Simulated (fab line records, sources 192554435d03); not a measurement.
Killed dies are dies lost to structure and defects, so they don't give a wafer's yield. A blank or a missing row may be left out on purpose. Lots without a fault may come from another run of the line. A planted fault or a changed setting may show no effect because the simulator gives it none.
fab line records | flow n5_finfet | part 2 of 2: steps 5 to 6 of 6
record lots=19 wafers=57 last_day=21
route steps=1938 shown BEOL_M0_SAQP@668 BEOL_M0@715
lots that met no fault: from a run of the same line without faults
start_h: hours from the record's first day to the start of the lot's first wafer shown | wait_h: hours since the lot's step before | " the same as in the row above | L1.1+2: a row that stands for several wafers | - no value, or no start given | * or withheld: withheld | < > ~ a bound
route shown NAME@n: a module of which the file shows steps, and the number in the route of the first | usual: mean/standard deviation of fault-free wafers | same: alike in all rows | chamber/n: place in a boat | sites: the reading at each site | _std_site: their standard deviation | _edge_site: outer sites' mean less inner sites' | radius_mm: how far each site lies from the wafer's centre | mask NAME#n: copy n | behind: the tool/chamber that last shaped the wafer | hold: why the lot was held/for how many hours/how that ended | device: the transistor (n, p or np) that didn't switch | end of line: the same wafers' tests at the end of the route | a step without rows: its recipe alone | killed: dies lost to structure and defects at the first sort, not the wafer's yield | map: a wafer's dies, x killed, . not, _ none there
set.NAME: the setting as run; set.NAME@STEP: as run at that earlier step | model.NAME: the simulator's own value behind a step, which no gauge read
steps of the route over a sample of lots; a table a step, a row a wafer
services: from which hour (start_h, from the record's first day; less than 0 if before it) a tool's chamber was out of use, for how many hours, and why
## steps
# step N5_BEOL_M0_ETCH_138
# recipe chemistry=CH3F/O2 target_depth_a=120 target=SiCN time_s=31.6 ion_energy_ev=120 pressure_mtorr=30 source_w=395 bias_w=75 Ar_flow_sccm=150 CH3F_flow_sccm=30 O2_flow_sccm=20 ends=cleared
# usual O2_flow_sccm=20.00/0.063 bias_w=74.98/0.22 drypump_motor_current_A=5.9/0.43 etch_rf_on_time_s=29.2/1 mfc_ar_sccm=150.0/0.43 oes_product_au=0.69/0.075 rf_vpp_V=298.2/1.3 showerhead_plenum_p_Torr=2.04/0.065 throttle_valve_pct=16.22/0.16
# columns lot.wafer tool chamber start_h wait_h O2_flow_sccm bias_w drypump_motor_current_A etch_rf_on_time_s mfc_ar_sccm oes_product_au rf_hours_counter_h rf_vpp_V showerhead_plenum_p_Torr throttle_valve_pct
L074.3 rie_diel-01 3 126.78 0.0 19.90 74.86 6.4 30.4 150.2 0.64 148 296.3 1.99 16.03
L074.4 " 2 " " 19.96 74.73 5.5 29.3 150.2 0.65 153 298.5 2.00 16.15
L074.5 " 3 " " 19.99 75.19 6.4 30.9 150.2 0.64 - 296.8 1.99 16.03
L076.2 rie_diel-04 2 129.25 0.0 20.00 74.82 5.7 29.9 150.3 0.70 79 299.3 2.02 16.10
L076.5 " 1 " " 20.09 75.07 6.3 29.8 150.0 0.79 - 298.7 2.06 16.30
L076.6 " 2 " " 19.96 74.91 5.7 29.9 150.2 0.69 - 297.1 2.02 16.07
L077.2 rie_diel-05 1 146.69 0.0 19.99 74.86 6.2 27.7 150.4 0.84 2 299.8 2.13 16.27
L077.3 " 3 " " 19.92 75.34 6.7 28.4 150.1 0.80 9 299.3 2.14 16.10
L077.6 " 1 " " 19.95 74.83 6.2 29.0 150.3 0.85 - 299.1 2.13 16.26
L078.1 rie_diel-01 0 148.07 0.0 20.03 75.01 6.2 28.9 150.3 0.71 61 299.8 2.13 16.24
L078.4 " 3 " " 19.97 75.13 6.4 30.8 149.8 0.63 155 298.2 1.99 16.02
L078.6 " 0 " " 20.03 74.73 6.2 30.6 150.9 0.72 - 298.6 2.13 16.23
L075.1 rie_diel-04 2 148.21 0.0 19.98 75.15 5.7 29.5 150.4 0.70 85 298.3 2.01 16.11
L075.4 " 1 " " 20.07 75.00 6.3 29.9 149.8 0.79 25 297.3 2.05 16.31
L075.5 " 3 " " 19.95 75.17 5.7 29.0 150.1 0.62 - 298.5 2.05 16.35
L080.2 rie_diel-01 2 154.16 0.0 20.00 74.93 5.5 27.8 150.1 0.64 163 296.8 2.00 16.20
L080.4 " 0 " " 19.97 75.18 6.2 30.2 149.5 0.71 64 298.3 2.13 16.25
L080.5 " 0 " " 19.91 75.33 6.2 29.7 149.6 0.71 - 300.6 2.13 16.24
L081.1 rie_diel-04 3 161.63 0.0 19.99 74.80 5.7 28.2 150.3 0.61 238 299.3 2.04 16.37
L081.2 " 0 " " 20.06 75.62 5.1 28.8 149.8 0.58 235 297.4 1.95 16.51
L081.6 " 3 " " 19.93 74.87 5.7 29.0 150.5 0.61 - 297.3 2.04 16.38
L084.1 rie_diel-01 1 182.24 0.0 20.05 74.59 5.9 29.1 150.9 0.58 234 295.2 1.96 16.51
L084.3 " 2 " " 19.95 75.04 5.6 29.9 149.8 0.63 175 298.0 1.99 16.20
L084.5 " 3 " " 20.06 74.53 6.4 29.9 151.0 0.63 - 298.1 1.98 16.05
L085.2 rie_diel-05 3 188.36 0.0 20.06 74.60 6.7 28.6 150.5 0.76 26 298.9 2.14 16.13
L085.3 " 0 " " 20.07 75.19 5.7 27.6 149.2 0.69 63 300.2 2.12 16.02
L085.6 " 2 " " 20.01 74.95 5.8 29.2 150.2 0.74 - 298.6 2.02 16.01
L086.3 rie_diel-04 1 190.59 0.0 20.08 74.84 6.3 29.6 150.1 0.75 42 299.2 2.05 16.34
L086.5 " 1 " " 19.97 75.05 6.3 29.7 150.0 0.76 - 299.2 2.05 16.33
L086.6 " 2 " " 20.07 74.63 5.7 27.9 149.8 0.68 - 297.1 2.01 16.13
L087.1 rie_diel-04 0 193.96 0.0 20.10 75.33 5.2 31.1 149.9 0.57 248 297.4 1.94 16.53
L087.2 " 2 " " 20.03 74.87 5.7 28.0 150.0 0.68 102 298.6 2.01 16.14
L087.6 " 3 " " 20.10 74.67 5.6 30.0 149.5 0.60 - 297.5 2.04 16.38
L088.1 rie_diel-01 0 199.71 0.0 20.00 75.24 6.2 30.0 150.4 0.70 84 298.6 2.13 16.29
L088.5 " 3 " " 20.03 74.96 6.4 28.3 149.7 0.63 - 297.6 1.98 16.07
L088.6 " 2 " " 20.00 74.74 5.5 28.9 150.3 0.62 - 298.1 1.99 16.21
L090.2 rie_diel-05 3 211.70 0.0 19.98 75.31 6.7 28.7 150.4 0.75 35 299.9 2.13 16.15
L090.3 " 2 " " 20.06 74.98 5.8 29.2 149.6 0.72 58 297.0 2.01 16.04
L090.6 " 1 " " 20.06 75.06 6.2 27.4 149.7 0.78 - 298.6 2.12 16.30
L091.3 rie_diel-01 0 213.40 0.0 19.96 74.92 6.2 31.9 150.6 0.69 90 298.1 2.12 16.32
L091.4 " 3 " " 20.04 74.96 6.4 31.6 150.3 0.62 182 296.1 1.98 16.09
L091.6 " 0 " " 20.00 75.23 6.2 31.7 150.2 0.69 - 300.4 2.12 16.31
L093.1 rie_diel-05 2 227.82 0.0 19.85 74.87 5.8 29.9 150.5 0.72 64 299.2 2.01 16.04
L093.3 " 0 " " 19.92 74.99 5.7 29.9 149.8 0.68 78 297.8 2.11 16.04
L093.6 " 1 " " 19.93 74.87 6.2 29.3 149.5 0.77 - 299.7 2.12 16.32
L094.1 rie_diel-04 0 238.12 0.0 20.00 75.06 5.1 27.8 150.9 0.84 1 296.7 1.94 16.02
L094.3 " 3 " " 19.98 74.89 5.6 26.9 149.5 0.60 269 299.3 2.03 16.43
L094.4 " 0 " " 20.04 74.92 5.1 29.4 150.5 0.84 - 296.6 1.94 16.04
L095.1 rie_diel-04 3 243.36 0.0 20.06 75.25 5.7 28.5 149.6 0.59 272 297.9 2.03 16.43
L095.3 " 0 " " 19.98 74.77 5.1 28.8 150.0 0.83 4 296.3 1.94 16.03
L095.6 " 0 " " 19.90 75.06 5.1 29.1 149.7 0.82 - 298.2 1.94 16.03
L096.1 rie_diel-04 3 247.45 0.0 19.97 75.07 5.7 27.7 149.8 0.59 273 298.8 2.03 16.45
L096.5 " 0 " " 20.03 75.10 5.1 30.0 149.5 0.82 - 296.7 1.94 16.04
L096.6 " 2 " " 19.95 74.75 5.7 29.2 150.6 0.66 - 296.8 2.00 16.18
L097.2 rie_diel-05 2 253.36 0.0 19.98 75.06 5.8 31.0 150.4 0.70 73 296.6 2.01 16.07
L097.3 " 3 " " 20.04 74.60 6.7 29.8 150.9 0.72 50 299.0 2.13 16.17
L097.6 " 1 " " 20.15 75.02 6.2 29.5 150.9 0.75 - 300.4 2.12 16.34
# step N5_BEOL_M0_HM_OPEN_105
# recipe chemistry=Cl2/BCl3 target_depth_a=120 target=TiN ion_energy_ev=150 pressure_mtorr=10 icp_w=1000 bias_w=126 Cl2_flow_sccm=53.25 bcl3_flow_sccm=21.75 Ar_flow_sccm=25
# usual bias_w=126.0/0.42 drypump_motor_current_A=5.9/0.46 mfc_ar_sccm=25.01/0.079 oes_product_au=0.75/0.057 throttle_valve_pct=21.8/0.34
# columns lot.wafer tool chamber start_h wait_h bias_w drypump_motor_current_A mfc_ar_sccm oes_product_au rf_hours_counter_h throttle_valve_pct
L074.3 rie_metal-02 0 128.39 1.6 126.5 5.4 24.98 0.81 - 21.8
L074.4 " 1 " " 125.6 5.4 25.12 0.70 - 22.2
L074.5 " 1 " " 125.9 5.4 24.98 0.70 - 22.3
L076.2 rie_metal-02 0 132.05 2.8 126.4 5.4 25.11 0.80 33 21.9
L076.5 " 1 " " 125.6 5.5 24.96 0.70 - 22.3
L076.6 " 0 " " 126.6 5.4 25.00 0.81 - 21.8
L077.2 rie_metal-02 1 146.79 0.1 125.9 5.4 24.94 0.69 86 22.3
L077.3 " 1 " " 125.9 5.4 24.99 0.70 - 22.3
L077.6 " 0 " " 126.1 5.4 25.05 0.81 - 21.9
L075.1 rie_metal-01 0 148.41 0.2 125.4 6.4 24.96 0.82 24 21.3
L075.4 " 0 " " 125.7 6.4 24.99 0.82 - 21.3
L075.5 " 0 " " 125.2 6.4 25.05 0.81 - 21.3
L078.1 rie_metal-03 1 151.41 3.3 125.6 6.5 25.09 0.64 110 22.1
L078.4 " 1 " " 125.9 6.5 24.91 0.64 - 22.1
L078.6 " 0 " " 125.4 5.7 25.11 0.80 - 21.9
L080.2 rie_metal-02 0 158.56 4.4 126.1 5.4 25.10 0.80 34 21.8
L080.4 " 0 " " 126.1 5.4 25.02 0.80 - 21.8
L080.5 " 0 " " 126.1 5.4 25.08 0.80 - 21.8
L081.1 rie_metal-01 1 164.30 2.6 125.8 6.3 24.89 0.74 74 21.8
L081.2 " 0 " " 126.6 6.4 25.02 0.81 25 21.3
L081.6 " 0 " " 126.1 6.4 24.99 0.82 - 21.2
L084.1 rie_metal-01 0 182.42 0.1 126.5 6.4 24.81 0.81 26 21.3
L084.3 " 1 " " 125.5 6.3 24.98 0.74 - 21.7
L084.5 " 1 " " 126.5 6.3 25.05 0.74 - 21.8
L085.2 rie_metal-01 0 188.54 0.1 125.7 6.4 24.98 0.81 27 21.3
L085.3 " 1 " " 126.1 6.3 25.02 0.74 - 21.7
L085.6 " 1 " " 126.2 6.3 25.10 0.74 - 21.8
L086.3 rie_metal-02 1 191.86 1.2 125.6 5.4 24.90 0.69 - 22.3
L086.5 " 0 " " 125.9 5.4 24.94 0.79 - 21.9
L086.6 " 1 " " 125.8 5.5 25.02 0.69 - 22.3
L087.1 rie_metal-01 0 195.22 1.2 126.5 6.4 24.93 0.82 27 21.3
L087.2 " 1 " " 125.4 6.3 25.06 0.74 76 21.8
L087.6 " 0 " " 126.7 6.4 25.08 0.81 - 21.3
L088.1 rie_metal-02 0 201.53 1.8 126.2 5.4 25.09 0.79 40 21.9
L088.5 " 0 " " 126.3 5.4 25.00 0.79 - 21.9
L088.6 " 1 " " 125.9 5.4 25.09 0.69 - 22.3
L090.2 rie_metal-01 0 219.71 8.0 126.7 6.4 25.15 0.80 30 21.3
L090.3 " 0 " " 126.1 6.4 24.98 0.80 - 21.3
L090.6 " 1 " " 126.0 6.3 24.93 0.74 - 21.8
L091.3 rie_metal-02 0 222.82 9.4 126.7 5.4 25.01 0.77 - 21.9
L091.4 " 1 " " 125.5 5.4 25.00 0.68 - 22.3
L091.6 " 1 " " 125.6 5.4 24.87 0.68 - 22.3
L093.1 rie_metal-01 1 231.77 3.9 125.6 6.3 25.03 0.73 82 21.8
L093.3 " 1 " " 125.4 6.3 24.98 0.73 - 21.8
L093.6 " 1 " " 125.6 6.3 25.07 0.73 - 21.8
L094.1 rie_metal-02 1 239.38 1.2 126.5 5.4 25.01 0.67 97 22.3
L094.3 " 1 " " 126.8 5.4 24.96 0.67 - 22.3
L094.4 " 0 " " 125.7 5.4 24.87 0.77 - 21.9
L095.1 rie_metal-01 1 244.51 1.1 125.5 6.3 25.15 0.73 84 21.8
L095.3 " 1 " " 126.3 6.3 25.19 0.72 - 21.8
L095.6 " 0 " " 125.6 6.4 25.04 0.80 - 21.2
L096.1 rie_metal-02 1 252.06 4.6 125.8 5.4 25.08 0.67 98 22.3
L096.5 " 1 " " 125.7 5.5 25.14 0.67 - 22.3
L096.6 " 0 " " 126.6 5.4 25.10 0.78 - 21.9
L097.2 rie_metal-02 1 258.68 5.3 125.9 5.4 25.04 0.67 99 22.3
L097.3 " 1 " " 125.8 5.4 25.03 0.68 - 22.3
L097.6 " 0 " " 126.3 5.4 24.99 0.78 - 21.9
## services
# columns tool chamber start_h hours kind
rie_si-04 2 100.54 8.3 repair
rie_diel-01 - 109.73 14.6 pm
rie_diel-03 2 118.77 6.3 repair
rie_metal-01 0 124.30 5.3 repair
rie_metal-03 - 140.36 2.8 pm
rie_diel-01 3 166.05 3.5 repair
rie_metal-02 1 166.21 4.4 repair
rie_metal-01 - 177.00 0.5 repair
rie_diel-06 3 179.10 4.1 repair
rie_si-06 - 189.29 0.8 repair
rie_diel-04 0 198.98 - clean
rie_diel-04 0 198.98 - consumable_replace:focus_ring
rie_diel-04 1 200.64 69.6 repair
rie_diel-04 3 203.83 8.1 repair
rie_si-04 2 204.80 2.3 repair
rie_diel-01 - 214.57 2.8 pm
rie_metal-03 - 217.63 28.1 pm
rie_si-06 3 218.52 - clean
rie_si-06 3 218.52 24.5 scheduled_down
rie_si-06 3 218.52 24.5 vent_cycle
vapor_etch-01 - 229.25 0.2 repair
rie_si-04 - 234.20 0.1 repair
rie_si-05 2 239.44 2.9 repair
rie_diel-05 0 250.34 11.5 repair
